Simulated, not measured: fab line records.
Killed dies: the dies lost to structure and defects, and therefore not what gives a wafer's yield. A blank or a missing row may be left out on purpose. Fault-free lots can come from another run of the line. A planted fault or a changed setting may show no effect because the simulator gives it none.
Code-filled problem report in 8D (eight disciplines) form	flow nandHarc	the parts of the form that need people (team, actions taken, sign-off) are left out

1. PROBLEM STATEMENT
At NHARC_THIN_TSV_EXPOSE_09, exposureDoseMJCm2 averages 31.224 over 6 wafers from 2 lots, while fault-free wafers read 30.700, standard deviation 0.029. That puts it +18 standard deviations away from the usual mean.
The step: exposes mask TSV.
Earliest sighting: wafer L423.2 on krfScanner-03 at day 20 15:53. Wafers with a number at this step in the record: 39, from 13 lots. The rule behind "out" and "out of limits": a value lying over 4 standard deviations away from the usual mean. All remaining wafers that have a number are taken as sound.

2. WHAT IT IS, AND WHAT IT ISN'T
question	is	is not
which readings at this step	exposureDoseMJCm2	-
which lots	L423, L424	L417, L418, L420, L421, L422, L425, L433, L436, L437, L439, L440
which wafers of those lots	all that have a number	-
read on which tools	krfScanner-03	krfScanner-01, krfScanner-02
when	from day 20 15:53	up to then (15 sound wafers); but 18 sound wafers of L425, L433, L436, L437, L439, L440 came after

3. WHAT RULES OUT EACH SUSPECT
Counting: a tool stays on the suspect list if, at a process step up to the reading, it processed all lots that are out and no sound lot following the first of them.
- krfScanner-03 at NHARC_THIN_TSV_EXPOSE_09 (exposes mask TSV): kept. Every lot that is out went through it, starting with L423 (day 20 15:53), and after that it ran no sound lot; the last sound lot it ran before then is L422 (day 20 08:12). Its own readings are out on those wafers: exposureDoseMJCm2.
The count leaves krfScanner-03 at NHARC_THIN_TSV_EXPOSE_09.

4. THE CAUSE (what the simulator had put in)
Process parameters drifting: krfScanner-03 at NHARC_THIN_TSV_EXPOSE_09, beginning at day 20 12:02. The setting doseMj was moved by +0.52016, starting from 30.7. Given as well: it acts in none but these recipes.
After counting, this tool was the only one left.

5. THE EFFECT CHAIN, in route order
One row per reading whose mean, taken over the struck wafers that have a number, lies over 3 standard deviations from the usual. Readings are gone through only where the record gives a usual standard deviation; hours: the median, over the lots, of the time from a lot's start at the first step in this table giving one to that lot's start at this step; sigmas: the change measured in usual standard deviations.
hours	step	reading	usual	on struck wafers	change	sigmas
0	NHARC_THIN_TSV_EXPOSE_09	exposureDoseMJCm2	30.700	31.224	+0.524	+18
The process steps in it:
- NHARC_THIN_TSV_EXPOSE_09: exposes mask TSV.
Later steps that measure or inspect, where all struck wafers having a row at the step show a number for every such reading and not one has moved that far: NHARC_END_SORT_01.

6. HOW IT WOULD HAVE BEEN CAUGHT EARLIER
First out-of-limits reading in this record: day 20 15:53, which is 4 hours after fault onset at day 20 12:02.
